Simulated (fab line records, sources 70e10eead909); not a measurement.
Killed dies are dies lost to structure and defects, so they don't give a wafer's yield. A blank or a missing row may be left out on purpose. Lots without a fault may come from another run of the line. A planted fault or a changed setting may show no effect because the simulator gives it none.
Which tool did it? | flow nand_harc | 14 lots, 42 wafers sampled, at 6 steps of a route of 1159

WHAT THE GAUGES READ, wafer by wafer
NHARC_A_CONTACT_INSPECT_71. Usual: raw_defect_count 26, standard deviation 11.
lot  | measured     | on                | raw_defect_count | flag
L844 | day 16 23:04 | defect_inspect-02 | 17 9 18          |
L847 | day 17 02:20 | defect_inspect-01 | 27 20 27         |
L848 | day 17 02:45 | defect_inspect-01 | 20 23 16         |
L849 | day 17 21:35 | defect_inspect-01 | 8 17 13          |
L846 | day 17 21:50 | defect_inspect-02 | 24 13 25         |
L854 | day 18 08:01 | defect_inspect-01 | 34 26 18         |
L851 | day 18 08:13 | defect_inspect-01 | 28 20 25         |
L853 | day 18 23:13 | defect_inspect-02 | 29 25 27         |
L860 | day 20 15:53 | defect_inspect-02 | 1078 1138 1081   | OFF
L862 | day 20 20:23 | defect_inspect-02 | 1085 1102 1130   | OFF
L864 | day 21 17:35 | defect_inspect-02 | 33 34 38         |
L865 | day 21 21:13 | defect_inspect-02 | 11 11 13         |
L866 | day 22 02:18 | defect_inspect-02 | 15 16 18         |
L863 | day 22 04:04 | defect_inspect-02 | 54 66 41         |

NHARC_END_SORT_01. Usual: killed_at_array 26, standard deviation 9.1; killed_at_other 0.7, standard deviation 0.9; killed_at_periphery 3.6, standard deviation 2.8; killed_dies 30, standard deviation 9.2; killed_open 3.0, standard deviation 1.9; killed_short 2.0, standard deviation 1.4.
lot  | measured     | on        | killed_at_array | killed_at_other | killed_at_periphery | killed_dies | killed_open | killed_short | flag
L860 | day 24 01:56 | prober-01 | 111 121 125     | 1 1 1           | 4 8 4               | 116 130 130 | 3 2 4       | 0 0 1        | OFF
L862 | day 24 09:38 | prober-02 | 115 111 125     | 0 0 0           | 4 0 2               | 119 111 127 | 5 3 3       | 4 0 2        | OFF

WHICH TOOL RAN EACH LOT (tool, then ch and the chambers of the sampled wafers, then the start)
lot  | NHARC_A_CONTACT_ETCH_123             | NHARC_A_CONTACT_DEP_57        | NHARC_A_CONTACT_ETCH_126             | NHARC_A_CONTACT_ETCH_127
L844 | har_cap_etch-02 ch 0,1, day 16 17:58 | acl_dep-02 ch 0, day 16 20:29 | har_cap_etch-03 ch 0,1, day 17 01:08 | har_cap_etch-03 ch 0,1, day 17 01:17
L847 | har_cap_etch-03 ch 0,1, day 16 21:13 | acl_dep-01 ch 0, day 16 23:44 | har_cap_etch-01 ch 0,1, day 17 04:09 | har_cap_etch-01 ch 0,1, day 17 04:17
L848 | har_cap_etch-01 ch 0,1, day 16 21:57 | acl_dep-02 ch 0, day 17 00:24 | har_cap_etch-02 ch 0,1, day 17 04:30 | har_cap_etch-02 ch 0,1, day 17 04:38
L849 | har_cap_etch-01 ch 0,1, day 17 16:58 | acl_dep-03 ch 0, day 17 18:49 | har_cap_etch-03 ch 1, day 17 23:08   | har_cap_etch-03 ch 1, day 17 23:16
L846 | har_cap_etch-02 ch 0,1, day 17 17:32 | acl_dep-02 ch 0, day 17 19:34 | har_cap_etch-01 ch 0,1, day 17 23:23 | har_cap_etch-01 ch 0,1, day 17 23:32
L854 | har_cap_etch-02 ch 0,1, day 18 03:40 | acl_dep-01 ch 0, day 18 06:16 | har_cap_etch-01 ch 0,1, day 18 09:35 | har_cap_etch-01 ch 0,1, day 18 09:43
L851 | har_cap_etch-03 ch 0,1, day 18 03:41 | acl_dep-02 ch 0, day 18 05:44 | har_cap_etch-02 ch 0,1, day 18 09:44 | har_cap_etch-02 ch 0,1, day 18 09:53
L853 | har_cap_etch-01 ch 0,1, day 18 18:52 | acl_dep-03 ch 0, day 18 20:41 | har_cap_etch-01 ch 0,1, day 19 00:46 | har_cap_etch-01 ch 0,1, day 19 00:54
L860 | har_cap_etch-02 ch 0,1, day 20 10:01 | acl_dep-02 ch 0, day 20 13:25 | har_cap_etch-01 ch 0,1, day 20 17:29 | har_cap_etch-01 ch 0,1, day 20 17:38
L862 | har_cap_etch-02 ch 0,1, day 20 15:24 | acl_dep-02 ch 0, day 20 17:48 | har_cap_etch-01 ch 0,1, day 20 21:56 | har_cap_etch-01 ch 0,1, day 20 22:05
L864 | har_cap_etch-03 ch 0,1, day 21 12:37 | acl_dep-01 ch 0, day 21 15:13 | har_cap_etch-01 ch 0,1, day 21 19:20 | har_cap_etch-01 ch 0,1, day 21 19:32
L865 | har_cap_etch-02 ch 0,1, day 21 16:50 | acl_dep-01 ch 0, day 21 19:13 | har_cap_etch-01 ch 0,1, day 21 22:56 | har_cap_etch-01 ch 0,1, day 21 23:08
L866 | har_cap_etch-03 ch 0,1, day 21 21:32 | acl_dep-01 ch 0, day 21 23:44 | har_cap_etch-03 ch 0,1, day 22 04:05 | har_cap_etch-03 ch 0,1, day 22 04:13
L863 | har_cap_etch-02 ch 0,1, day 21 22:02 | acl_dep-01 ch 0, day 22 01:26 | har_cap_etch-03 ch 1, day 22 05:43   | har_cap_etch-03 ch 1, day 22 05:52
- NHARC_A_CONTACT_ETCH_123: etches the open film in C4F8/O2/Ar, time 253 s, target depth 1090 nm.
- NHARC_A_CONTACT_DEP_57: deposits aC, target thk 2800 nm.
- NHARC_A_CONTACT_ETCH_126: etches the open film in C4F8/O2/Ar, time 155 s, target depth 956 nm.
- NHARC_A_CONTACT_ETCH_127: etches the open film in C4F8/O2/Ar, time 155 s, target depth 956 nm.

WHAT THE TOOLS THEMSELVES READ (means of the sampled wafers that have a number; where no wafer has one, the mark that the record gives instead)
NHARC_A_CONTACT_DEP_57. Usual: throttle_valve_pct 35.002 %, standard deviation 0.0092.
lot  | tool       | throttle_valve_pct (%) | flag
L844 | acl_dep-02 | 35.004                 |
L847 | acl_dep-01 | 34.992                 |
L848 | acl_dep-02 | 34.996                 |
L849 | acl_dep-03 | 34.997                 |
L846 | acl_dep-02 | 35.010                 |
L854 | acl_dep-01 | 35.005                 |
L851 | acl_dep-02 | 34.998                 |
L853 | acl_dep-03 | 35.003                 |
L860 | acl_dep-02 | 34.996                 |
L862 | acl_dep-02 | 35.008                 |
L864 | acl_dep-01 | 34.995                 |
L865 | acl_dep-01 | 35.008                 |
L866 | acl_dep-01 | 35.001                 |
L863 | acl_dep-01 | 34.998                 |

THE ANSWER, worked out from the rows above alone
Rule: a lot is off if the mean of its wafers that have a number lies more than 3 standard deviations from the usual mean. A lot without any number at a reading at which 4 lots or more have one is off too. The other lots that the step has rows for count as sound. The gauges are gone through in route order, then the tools' own readings, and for those a lot's mean is taken as printed above. The first step at which some lot is off is used, and at that step the reading that is off furthest; a lot without a number counts as furthest.
Off: L860, L862, at NHARC_A_CONTACT_INSPECT_71 (raw_defect_count).
A tool fits if, at a process step before that reading, it ran every lot that is off, and no sound lot after the first of them. The gauges at NHARC_A_CONTACT_INSPECT_71 aren't tried: what is off there is off at NHARC_END_SORT_01 too, on other tools, and a gauge's error can't cause that. One fits: acl_dep-02 at NHARC_A_CONTACT_DEP_57. Its last sound lot is L851 (day 18 05:44), its first lot that is off L860 (day 20 13:25): a fault that began between those two fits.

WHAT THE SIMULATOR HAD PUT IN
Chamber particle source: acl_dep-02, from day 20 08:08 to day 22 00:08, at NHARC_A_CONTACT_DEP_57. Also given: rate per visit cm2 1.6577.
Lots struck among those shown: L860, L862. The rule above found the same.
